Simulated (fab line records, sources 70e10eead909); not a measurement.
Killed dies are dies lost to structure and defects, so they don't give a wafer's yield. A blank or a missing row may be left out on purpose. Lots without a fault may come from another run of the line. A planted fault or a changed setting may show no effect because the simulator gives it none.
fab line records | flow nand_harc
record lots=13 wafers=38 last_day=25
route steps=1159 shown P_M1@302 P_M2@323 END@1159
lots that met no fault: from a run of the same line without faults
start_h: hours from the record's first day to the start of the lot's first wafer shown | wait_h: hours since the lot's step before | " the same as in the row above | L1.1+2: a row that stands for several wafers | - no value, or no start given | * or withheld: withheld | < > ~ a bound
route shown NAME@n: a module of which the file shows steps, and the number in the route of the first | usual: mean/standard deviation of fault-free wafers | same: alike in all rows | chamber/n: place in a boat | sites: the reading at each site | _std_site: their standard deviation | _edge_site: outer sites' mean less inner sites' | radius_mm: how far each site lies from the wafer's centre | mask NAME#n: copy n | behind: the tool/chamber that last shaped the wafer | hold: why the lot was held/for how many hours/how that ended | device: the transistor (n, p or np) that didn't switch | end of line: the same wafers' tests at the end of the route | a step without rows: its recipe alone | killed: dies lost to structure and defects at the first sort, not the wafer's yield | map: a wafer's dies, x killed, . not, _ none there
set.NAME: the setting as run; set.NAME@STEP: as run at that earlier step | model.NAME: the simulator's own value behind a step, which no gauge read
steps of the route over a sample of lots; a table a step, a row a wafer
services: from which hour (start_h, from the record's first day; less than 0 if before it) a tool's chamber was out of use, for how many hours, and why
## steps
# step NHARC_P_M1_STRIP_18
# recipe power_w=1000 n2_flow_sccm=150 h2_flow_sccm=150 ar_flow_sccm=0 bias_w=0 chemistry=N2/H2
# usual drypump_motor_current_A=5.6/0.41 n2_flow_sccm=150.1/0.45 oes_product_au=1.001/0.013 rf_fwd_power_W=996.9/2.9 rf_vpp_V=90.7/1 showerhead_plenum_p_Torr=2.05/0.091 throttle_valve_pct=14.170/0.009
# columns lot.wafer tool chamber start_h wait_h drypump_motor_current_A n2_flow_sccm oes_product_au rf_fwd_power_W rf_hours_counter_h rf_vpp_V showerhead_plenum_p_Torr throttle_valve_pct
L258.1 rie_diel-05 0 130.49 0.1 5.9 150.6 1.024 996.3 3 91.3 2.08 14.166
L258.4 " 1 " " 5.5 149.7 0.963 997.9 3 91.3 1.93 14.160
L258.6 " 3 " " 5.1 150.4 1.005 996.3 - 91.4 2.19 14.172
L260.4 rie_diel-03 1 138.78 0.1 5.3 149.3 1.000 995.4 6 91.4 2.03 14.166
L260.6 " 2 " " 5.7 150.4 0.982 998.6 - 91.4 2.01 14.197
L260.5 " 3 " " 5.6 150.0 0.997 992.4 - 90.4 1.93 14.158
L261.3 rie_diel-05 2 144.52 0.1 6.3 149.5 1.010 999.1 3 90.3 1.94 14.148
L261.1 " 3 " " 5.1 150.7 0.995 995.2 3 91.7 2.19 14.167
L261.4 " 2 " " 6.3 149.6 1.006 1000.5 - 90.6 1.94 14.164
L262.1 rie_diel-11 2 145.30 0.1 5.5 150.6 1.002 1000.8 9 91.5 2.11 14.176
L262.4 " 1 " " 5.2 150.8 1.012 992.3 9 91.4 2.06 14.186
L262.5 " 2 " " 5.6 150.2 1.010 997.9 - 91.9 2.11 14.164
L264.1 rie_diel-05 0 159.15 0.1 5.9 150.2 1.015 995.7 4 90.5 2.08 14.157
L264.3 " 2 " " 6.3 149.7 0.997 997.5 4 88.9 1.94 14.172
L264.6 " 2 " " 6.3 150.2 0.995 996.8 - 89.9 1.94 14.178
L263.1 rie_diel-11 1 160.36 0.1 5.2 149.7 1.018 1002.5 10 90.5 2.06 14.169
L263.3 " 2 " " 5.5 150.6 1.019 995.2 10 90.6 2.11 14.147
L263.4 " 3 " " 5.4 150.7 1.006 991.4 10 91.6 2.07 14.176
L265.2 rie_diel-05 0 175.12 0.1 6.0 150.4 1.022 999.8 0 90.2 2.08 14.167
L265.1 " 2 " " 6.2 150.8 0.988 1001.0 0 90.6 1.94 14.170
L265.4 " 2 " " 6.3 150.7 0.992 1002.4 - 88.7 1.94 14.168
L268.1 rie_diel-03 2 182.12 0.1 5.8 149.7 0.982 998.6 7 92.4 2.00 14.173
L268.4 " 0 " " 6.4 149.0 0.997 998.1 7 92.1 2.11 14.160
L268.5 " 3 " " 5.6 151.1 0.994 997.6 - 90.1 1.93 14.169
L275.1 rie_diel-05 2 225.21 0.1 6.3 150.0 1.005 991.1 2 90.2 1.94 14.166
L275.3 " 3 " " 5.1 149.8 0.992 1001.9 2 91.7 2.19 14.168
L275.2 " 0 " " 5.9 149.7 1.013 998.2 1 90.6 2.08 14.180
L276.3 rie_diel-05 3 229.31 0.1 5.1 150.1 0.996 994.3 2 92.4 2.19 14.179
L276.2 " 0 " " 5.9 150.6 1.017 995.6 2 91.3 2.08 14.173
L276.6 " 0 " " 5.9 149.9 1.020 999.0 - 89.4 2.08 14.164
L277.4 rie_diel-05 1 236.85 0.1 5.5 150.2 0.999 993.9 2 89.4 1.93 14.175
L277.6 " 2 " " 6.3 150.3 1.023 994.6 - 90.9 1.94 14.154
L279.3 rie_diel-05 3 252.12 0.1 5.1 149.7 0.998 999.2 2 90.7 2.19 14.171
L279.2 " 0 " " 5.9 148.8 1.006 996.5 2 91.2 2.08 14.165
L279.1 " 1 " " 5.5 150.1 0.975 998.4 2 91.2 1.93 14.165
L280.4 rie_diel-11 2 252.62 0.1 5.6 149.8 1.010 1002.4 4 92.1 2.11 14.157
L280.3 " 0 " " 5.4 150.1 1.012 996.1 4 91.8 2.14 14.168
L280.6 " 3 " " 5.4 149.6 1.001 999.7 - 91.6 2.07 14.164
# step NHARC_P_M1_INSPECT_27
# usual raw_defect_count=302/90
# columns lot.wafer tool chamber start_h wait_h raw_defect_count
L258.1 defect_inspect-02 - 132.63 0.0 270
L258.4 " - " " 400
L258.6 " - " " 319
L260.4 defect_inspect-02 - 140.90 0.0 326
L260.5 " - " " 242
L260.6 " - " " 267
L261.1 defect_inspect-01 - 146.78 0.0 349
L261.3 " - " " 225
L261.4 " - " " 289
L262.1 defect_inspect-02 - 147.48 0.0 228
L262.4 " - " " 292
L262.5 " - " " 450
L264.1 defect_inspect-02 - 161.40 0.0 499
L264.3 " - " " 379
L264.6 " - " " 489
L263.1 defect_inspect-01 - 162.67 0.0 228
L263.3 " - " " 294
L263.4 " - " " 211
L265.1 defect_inspect-02 - 177.54 0.1 175
L265.2 " - " " 206
L265.4 " - " " 128
L268.1 defect_inspect-02 - 184.36 0.0 204
L268.4 " - " " 370
L268.5 " - " " 329
L275.1 defect_inspect-01 - 227.39 0.0 379
L275.2 " - " " 267
L275.3 " - " " 277
L276.2 defect_inspect-01 - 231.58 0.0 371
L276.3 " - " " 363
L276.6 " - " " 196
L277.4 defect_inspect-02 - 239.03 0.0 354
L277.6 " - " " 256
L279.1 defect_inspect-02 - 254.73 0.0 448
L279.2 " - " " 340
L279.3 " - " " 255
L280.3 defect_inspect-02 - 255.05 0.0 304
L280.4 " - " " 445
L280.6 " - " " 225
# step NHARC_P_M1_PRE_CLEAN_32
# recipe time_s=12 temp_c=370 rf_power_w=300 gas=NH3
# usual heater_power_w=636/76 rf_fwd_power_W=292.5/1
# columns lot.wafer tool chamber start_h wait_h heater_power_w rf_fwd_power_W
L258.1 pecvd-04 2 132.71 0.1 718 294.5
L258.4 " 1 " " 605 292.6
L258.6 " 0 " " 656 292.5
L260.4 pecvd-03 0 141.01 0.1 555 292.4
L260.6 " 1 " " 583 293.5
L260.5 " 2 " " 616 291.6
L261.1 pecvd-02 2 146.85 0.1 667 292.1
L261.3 " 0 " " 743 291.4
L261.4 " 0 " " 745 290.8
L262.1 pecvd-04 2 147.55 0.1 728 294.0
L262.5 " 2 " " 721 291.6
L262.4 " 0 " " 551 292.8
L264.1 pecvd-04 1 161.47 0.1 565 293.5
L264.3 " 2 " " 685 291.6
L264.6 " 2 " " 678 292.2
L263.1 pecvd-03 2 162.75 0.1 682 293.7
L263.3 " 0 " " 571 291.9
L263.4 " 2 " " 683 292.6
L265.1 pecvd-04 2 177.61 0.1 765 292.7
L265.2 " 1 " " 593 291.5
L265.4 " 1 " " 591 291.9
L268.1 pecvd-03 2 184.42 0.1 684 291.6
L268.5 " 2 " " 657 291.8
L268.4 " 0 " " 571 293.4
L275.2 pecvd-02 2 228.06 0.7 696 291.6
L275.1 " 0 " " 666 291.1
L275.3 " 1 " " 564 292.7
L276.2 pecvd-02 2 231.65 0.1 756 291.2
L276.3 " 1 " " 529 293.0
L276.6 " 2 " " 738 293.1
L277.6 pecvd-04 0 239.14 0.1 644 291.8
L277.4 " 1 " " 607 293.0
L279.1 pecvd-03 2 254.79 0.1 616 293.1
L279.2 " 0 " " 576 291.7
L279.3 " 1 " " 688 290.5
L280.3 pecvd-02 2 255.14 0.1 745 294.1
L280.6 " 1 " " 545 294.3
L280.4 " 2 " " 757 292.5
# step NHARC_P_M2_SOFTBAKE_04
# recipe temp_c=105 time_s=55
# usual heater_power_total_W=188.47/0.14
# columns lot.wafer tool chamber start_h wait_h heater_power_total_W
L258.1 litho_track-01 0 133 - 188.71
L258.4 " 0 " " 188.53
L258.6 " 0 " " 188.63
L260.4 litho_track-06 0 141 - 188.54
L260.5 " 0 " " 188.44
L260.6 " 0 " " 188.70
L261.1 litho_track-06 0 147 - 188.36
L261.3 " 0 " " 188.48
L261.4 " 0 " " 188.39
L262.1 litho_track-06 0 148 - 188.48
L262.4 " 0 " " 188.49
L262.5 " 0 " " 188.72
L264.1 litho_track-01 0 162 - 188.34
L264.3 " 0 " " 188.77
L264.6 " 0 " " 188.26
L263.1 litho_track-04 0 163 - 188.29
L263.3 " 0 " " 188.49
L263.4 " 0 " " 188.51
L265.1 litho_track-01 0 178 - 188.51
L265.2 " 0 " " 188.48
L265.4 " 0 " " 188.29
L268.1 litho_track-04 0 185 - 188.38
L268.4 " 0 " " 188.33
L268.5 " 0 " " 188.32
L275.1 litho_track-06 0 229 - 188.32
L275.2 " 0 " " 188.46
L275.3 " 0 " " 323.03
L276.2 litho_track-06 0 232 - 188.40
L276.3 " 0 " " 322.94
L276.6 " 0 " " 188.71
L277.4 litho_track-06 0 240 - 323.01
L277.6 " 0 " " 188.53
L279.1 litho_track-01 0 255 - 188.34
L279.2 " 0 " " 188.33
L279.3 " 0 " " 188.31
L280.3 litho_track-04 0 256 - 188.47
L280.4 " 0 " " 188.62
L280.6 " 0 " " 188.39
# step NHARC_END_SORT_01
# recipe temp_c=25
# usual defect_limited_yield=95.3/1.7 killed_at_array=28/11 killed_at_other=0.8/1.1 killed_at_periphery=3.3/2.8 killed_dies=32/11 killed_open=3.3/1.9 killed_short=1.9/1.4 sort_bin_2_pct=1.4/0.68 sort_bin_3_pct=0.25/0.24 sort_bin_4_pct=3.0/1.1 sort_n_pass=645/11 sort_rim_yield_pct=95.3/2.5 sort_yield_pct=95.3/1.7
# same gross_dies=677 sort_bin_5_pct[%]=0 sort_bin_6_pct[%]=0 sort_bin_7_pct[%]=0 sort_bin_8_pct[%]=0 sort_rim_n_gross=106.00
# columns lot.wafer tool chamber start_h wait_h defect_limited_yield[%] killed_at_array killed_at_other killed_at_periphery killed_dies killed_open killed_short sort_bin_2_pct[%] sort_bin_3_pct[%] sort_bin_4_pct[%] sort_n_pass sort_rim_yield_pct[%] sort_yield_pct[%]
L260.4 prober-01 0 458.83 3.4 94.5 27 0 10 37 1 2 1.6 0.15 3.7 640 94.3 94.5
L260.5 prober-01 0 459.62 3.7 95.7 19 1 9 29 3 0 1.3 0.15 2.8 648 96.2 95.7
L260.6 prober-01 0 460.41 4.0 94.8 23 0 12 35 1 3 1.6 0.30 3.2 642 95.3 94.8
L261.1 prober-01 0 468.76 2.5 94.8 34 0 1 35 3 3 2.2 0.30 2.7 642 94.3 94.8
L261.3 prober-01 0 470.34 3.1 96.5 21 0 3 24 2 2 0.7 0.30 2.5 653 100.0 96.5
L261.4 prober-01 0 471.14 3.4 96.8 19 0 3 22 4 1 1.0 0 2.2 655 98.1 96.8
L264.1 prober-01 0 476.98 2.5 97.8 12 0 3 15 3 2 0.7 0.15 1.3 662 98.1 97.8
L264.3 prober-01 0 478.59 3.1 98.5 6 1 3 10 4 1 0.3 0 1.2 667 98.1 98.5
L264.6 prober-01 0 481.01 4.0 97.9 12 2 0 14 2 1 0.9 0.15 1.0 663 98.1 97.9
L268.1 prober-01 0 510.22 2.5 95.4 27 1 3 31 6 3 1.6 0.15 2.8 646 95.3 95.4
L268.4 prober-01 0 512.60 3.4 95.4 30 0 1 31 2 7 1.3 0.15 3.1 646 93.4 95.4
L268.5 prober-01 0 513.39 3.7 95.0 31 0 3 34 5 1 1.3 0.44 3.2 643 92.5 95.0
L279.1 prober-01 0 568.77 2.5 96.5 21 0 3 24 3 1 1.0 0 2.5 653 97.2 96.5
L279.2 prober-01 0 569.57 2.8 96.2 23 0 3 26 1 2 1.2 0.15 2.5 651 94.3 96.2
L279.3 prober-01 0 570.37 3.1 95.1 29 0 4 33 4 3 2.1 0.15 2.7 644 92.5 95.1
# killed by level:class
L260.4 A_CHANNEL_HOLE_D1:chamber_film_flake=10 A_SLIT:chamber_film_flake=8 A_WL_FILL:chamber_film_flake=4 P_M0:chamber_film_flake=3 P_BONDPAD:chamber_film_flake=3 P_STI:chamber_film_flake=2 A_CONTACT:chamber_film_flake=2 P_M0:geometric_particle:open=1
L260.5 A_SLIT:chamber_film_flake=8 A_CHANNEL_HOLE_D1:chamber_film_flake=6 P_BONDPAD:chamber_film_flake=5 A_M0:geometric_particle:open=2 A_CONTACT:chamber_film_flake=2 P_M1:geometric_particle:open=1 P_ZERO_WELL:chamber_film_flake=1 P_STI:chamber_film_flake=1
L260.6 A_CHANNEL_HOLE_D1:chamber_film_flake=11 A_SLIT:chamber_film_flake=8 P_STI:chamber_film_flake=4 A_CHANNEL_FILL_D1:geometric_particle:short=3 P_M0:chamber_film_flake=3 P_BONDPAD:chamber_film_flake=3 A_CONTACT:geometric_particle:open=1 P_ZERO_WELL:chamber_film_flake=1
L261.1 A_CHANNEL_HOLE_D1:chamber_film_flake=19 A_CHANNEL_FILL_D1:chamber_film_flake=3 A_STAIRCASE:chamber_film_flake=3 A_SLIT:chamber_film_flake=2 A_WL_FILL:chamber_film_flake=2 P_GATE:geometric_particle:open=1 A_CHANNEL_FILL_D1:geometric_particle:short=1 A_CHANNEL_FILL_D1:geometric_particle:open=1
L261.3 A_CHANNEL_HOLE_D1:chamber_film_flake=15 A_CONTACT:chamber_film_flake=2 P_GATE:geometric_particle:open=1 A_CHANNEL_FILL_D1:geometric_particle:short=1 A_CONTACT:geometric_particle:short=1 A_CONTACT:geometric_particle:open=1 P_STI:chamber_film_flake=1 P_GATE:chamber_film_flake=1
L261.4 A_CHANNEL_HOLE_D1:chamber_film_flake=13 A_SLIT:chamber_film_flake=2 P_GATE:geometric_particle:open=1 P_CONTACT:geometric_particle:short=1 A_ONON_D1:geometric_particle:open=1 A_WL_FILL:geometric_particle:open=1 A_M0:geometric_particle:open=1 P_STI:chamber_film_flake=1
L264.1 A_CHANNEL_HOLE_D1:chamber_film_flake=3 A_STAIRCASE:chamber_film_flake=3 A_CONTACT:chamber_film_flake=2 P_CONTACT:geometric_particle:open=1 A_CHANNEL_FILL_D1:geometric_particle:short=1 A_STAIRCASE:geometric_particle:open=1 A_SGD_CUT:geometric_particle:short=1 A_BLC:geometric_particle:open=1
L264.3 P_CONTACT:geometric_particle:open=2 A_STAIRCASE:chamber_film_flake=2 A_CHANNEL_FILL_D1:geometric_particle:open=1 A_WL_FILL:geometric_particle:short=1 A_CONTACT:geometric_particle:open=1 P_GATE:chamber_film_flake=1 A_ZERO_WELL:chamber_film_flake=1 THIN_TSV:chamber_film_flake=1
L264.6 A_CONTACT:chamber_film_flake=5 A_WL_FILL:geometric_particle:open=2 A_CHANNEL_HOLE_D1:chamber_film_flake=2 THIN_TSV:chamber_film_flake=2 A_WL_FILL:geometric_particle:short=1 A_STAIRCASE:chamber_film_flake=1 A_SGD_CUT:chamber_film_flake=1
L268.1 A_SLIT:chamber_film_flake=9 A_STAIRCASE:chamber_film_flake=6 A_WL_FILL:chamber_film_flake=4 P_CONTACT:geometric_particle:open=2 A_CHANNEL_FILL_D1:geometric_particle:short=2 A_CONTACT:geometric_particle:open=2 A_CONTACT:chamber_film_flake=2 P_M2:geometric_particle:open=1
L268.4 A_SLIT:chamber_film_flake=10 A_ONON_D1:geometric_particle:short=4 A_CHANNEL_HOLE_D1:chamber_film_flake=3 A_SGD_CUT:chamber_film_flake=3 A_WL_FILL:chamber_film_flake=3 A_WL_FILL:geometric_particle:short=2 A_CHANNEL_FILL_D1:geometric_particle:open=1 A_CONTACT:geometric_particle:open=1
L268.5 A_SLIT:chamber_film_flake=15 A_STAIRCASE:chamber_film_flake=4 A_CHANNEL_HOLE_D1:chamber_film_flake=3 A_CONTACT:chamber_film_flake=3 P_M0:geometric_particle:open=2 A_CONTACT:geometric_particle:open=2 A_WL_FILL:chamber_film_flake=2 P_CONTACT:geometric_particle:open=1
L279.1 A_CONTACT:chamber_film_flake=11 A_CHANNEL_HOLE_D1:chamber_film_flake=7 P_CONTACT:geometric_particle:open=2 A_CHANNEL_FILL_D1:geometric_particle:short=1 A_M0:geometric_particle:open=1 P_ZERO_WELL:chamber_film_flake=1 A_STAIRCASE:chamber_film_flake=1
L279.2 A_CHANNEL_HOLE_D1:chamber_film_flake=9 A_CONTACT:chamber_film_flake=5 A_STAIRCASE:chamber_film_flake=4 P_ZERO_WELL:chamber_film_flake=3 A_CHANNEL_HOLE_D1:geometric_particle:short=1 A_CONTACT:geometric_particle:open=1 A_CONTACT:geometric_particle:short=1 A_CHANNEL_FILL_D1:chamber_film_flake=1
L279.3 A_CONTACT:chamber_film_flake=13 A_STAIRCASE:chamber_film_flake=5 A_CONTACT:geometric_particle:open=4 P_ZERO_WELL:chamber_film_flake=3 A_CHANNEL_FILL_D1:geometric_particle:short=2 A_CHANNEL_HOLE_D1:chamber_film_flake=2 A_SLIT:chamber_film_flake=2 A_SGD_CUT:geometric_particle:short=1
## services
# columns tool chamber start_h hours kind
pecvd-03 - 111.48 13.0 pm
rie_diel-05 3 114.35 2.7 repair
litho_track-06 - 117.00 7.0 pm
rie_diel-05 0 118.10 - clean
rie_diel-05 1 118.10 - clean
rie_diel-05 2 118.10 - clean
rie_diel-05 3 118.10 - clean
pecvd-02 - 123.22 0.9 repair
rie_diel-05 2 133.48 5.2 repair
rie_diel-05 1 135.13 49.1 repair
litho_track-04 - 141.00 7.0 pm
rie_diel-05 0 142.60 - clean
rie_diel-05 2 142.60 - clean
pecvd-04 2 148.30 5.7 repair
pecvd-02 - 153.33 13.0 pm
rie_diel-05 - 163.60 9.0 pm
pecvd-02 - 178.66 1.9 repair
rie_diel-11 - 189.50 9.0 pm
pecvd-04 - 195.41 13.0 pm
pecvd-02 1 197.67 1.8 repair
rie_diel-03 - 215.30 9.0 pm
rie_diel-05 2 227.71 5.5 repair
pecvd-03 - 233.74 1.1 repair
rie_diel-05 0 253.44 1.8 repair
## key
first_sign step=NHARC_P_M2_SOFTBAKE_04 reading=heater_power_total_W direction=up sigmas=99+ usual=* struck=*
effect none on later readings
met_at NHARC_P_M2_SOFTBAKE_04
struck_lots L275,L276,L277
struck_wafers L275.3,L276.3,L277.4
sort_left_out L277.4
not_acting_at NHARC_P_M1_STRIP_18,NHARC_P_M1_INSPECT_27,NHARC_P_M1_PRE_CLEAN_32
onset_between 148 229
fault kind=process_parameter_drift tool=litho_track-06 chamber=- onset_h=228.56 steps=NHARC_P_M2_SOFTBAKE_04 channel=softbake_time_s offset=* shape=step end_h=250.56 scope=struck_wafers_only acts_in=* stated=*
# sort_left_out: the simulated sort isn't trusted on such a fault, so these wafers' sort isn't shown, and their yield isn't known
